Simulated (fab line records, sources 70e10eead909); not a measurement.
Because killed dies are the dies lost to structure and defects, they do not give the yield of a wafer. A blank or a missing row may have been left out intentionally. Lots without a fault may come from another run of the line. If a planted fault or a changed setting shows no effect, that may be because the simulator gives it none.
Which of the tools did it? ; flow nandHarc ; Sampling: 12 lots, 36 wafers, 4 of 1302 route steps

## WHAT THE GAUGES SHOWED, per wafer
NHARC_A_CHANNEL_FILL_D2_INSPECT_13.
lot;measured;on;rawDefectCount
L076;day 16 02:49;defectInspect-01;625 578 471
L077;day 16 15:23;defectInspect-02;436 576 402
L079;day 17 11:41;defectInspect-02;313 268 327
L082;day 18 12:02;defectInspect-02;217 256 236
L083;day 18 21:26;defectInspect-01;583 331 435
L085;day 19 21:01;defectInspect-02;363 231 378
L087;day 21 08:32;defectInspect-02;308 242 284
L088;day 22 02:20;defectInspect-01;725 437 394
L091;day 22 12:39;defectInspect-01;791 455 381
L092;day 23 07:19;defectInspect-01;302 266 372
L095;day 23 21:44;defectInspect-02;304 494 304
L096;day 26 06:58;defectInspect-02;484 543 545

## WHAT TOOL EACH LOT RAN ON (gives the tool, then ch and the chambers of the sampled wafers, and finally the start)
lot;NHARC_A_CHANNEL_HOLE_D2_ETCH_16;NHARC_A_CHANNEL_FILL_D2_ALD_03;NHARC_A_CHANNEL_FILL_D2_ALD_25
L076;rieDiel-10 ch 1,3, day 15 14:43 or earlier;aldSinBatch-02 ch 0, day 15 14:43 or earlier;aldHk-04 ch 2,3, day 15 14:43
L077;rieDiel-06 ch 1,2, day 16 03:25 or earlier;aldSinBatch-02 ch 0, day 16 03:25 or earlier;aldHk-02 ch 1,2, day 16 03:25
L079;rieDiel-06 ch 1,3, day 16 23:41 or earlier;aldSinBatch-01 ch 0, day 16 23:41 or earlier;aldHk-01 ch 0,1,3, day 16 23:41
L082;rieDiel-10 ch 1,2, day 17 22:45 or earlier;aldSinBatch-03 ch 0, day 17 22:45 or earlier;aldHk-01 ch 0,1,3, day 17 22:45
L083;rieDiel-10 ch 1,2,3, day 18 09:38 or earlier;aldSinBatch-01 ch 0, day 18 09:38 or earlier;aldHk-02 ch 0,2, day 18 09:38
L085;rieDiel-10 ch 0,1,3, day 19 09:11 or earlier;aldSinBatch-02 ch 0, day 19 09:11 or earlier;aldHk-01 ch 0,1,3, day 19 09:11
L087;rieDiel-06 ch 0,1,3, day 20 21:10 or earlier;aldSinBatch-02 ch 0, day 20 21:10 or earlier;aldHk-04 ch 0,1,2, day 20 21:10
L088;rieDiel-10 ch 0,1,3, day 21 14:25 or earlier;aldSinBatch-01 ch 0, day 21 14:25 or earlier;aldHk-02 ch 0,1,2, day 21 14:25
L091;rieDiel-06 ch 0,1,3, day 22 00:49 or earlier;aldSinBatch-02 ch 0, day 22 00:49 or earlier;aldHk-02 ch 0,2,3, day 22 00:49
L092;rieDiel-08 ch 1,2, day 22 15:01 or earlier;aldSinBatch-02 ch 0, day 22 15:01 or earlier;aldHk-04 ch 0,1,2, day 22 15:01
L095;rieDiel-06 ch 1,3, day 23 09:43 or earlier;aldSinBatch-03 ch 0, day 23 09:43 or earlier;aldHk-01 ch 1,2,3, day 23 09:43
L096;rieDiel-06 ch 1,2,3, day 25 19:07 or earlier;aldSinBatch-01 ch 0, day 25 19:07 or earlier;aldHk-01 ch 0,1,3, day 25 19:07
- NHARC_A_CHANNEL_HOLE_D2_ETCH_16: etches the open film in O2/COS, target depth 3100 nm, time 806 s.
- NHARC_A_CHANNEL_FILL_D2_ALD_03: deposits SiNx, target thk 6 nm, pulse time 60 s, ald cycles 58.
- NHARC_A_CHANNEL_FILL_D2_ALD_25: deposits SiOx, target thk 60 nm, pulse time 10 s, ald cycles 600.

## THE ANSWER, worked out from the rows above alone
Rule: the lots themselves supply what counts as usual. Put in order of their means at a reading, lots are off if they are a third of the lots or fewer, leave a main group of 4 or more, and stand apart from it by a gap of 3 or more times the standard deviation of the main group's means; of several such gaps the widest counts. A main group is skipped when, at the precision printed for the reading in the tables above, its means are all equal. A lot without any number at a reading at which 4 lots or more have one is off too. Any other lot the step has rows for is counted as sound.
No lot is off at any reading shown: from this, nothing can be told.

## WHAT THE SIMULATOR HAD PUT IN
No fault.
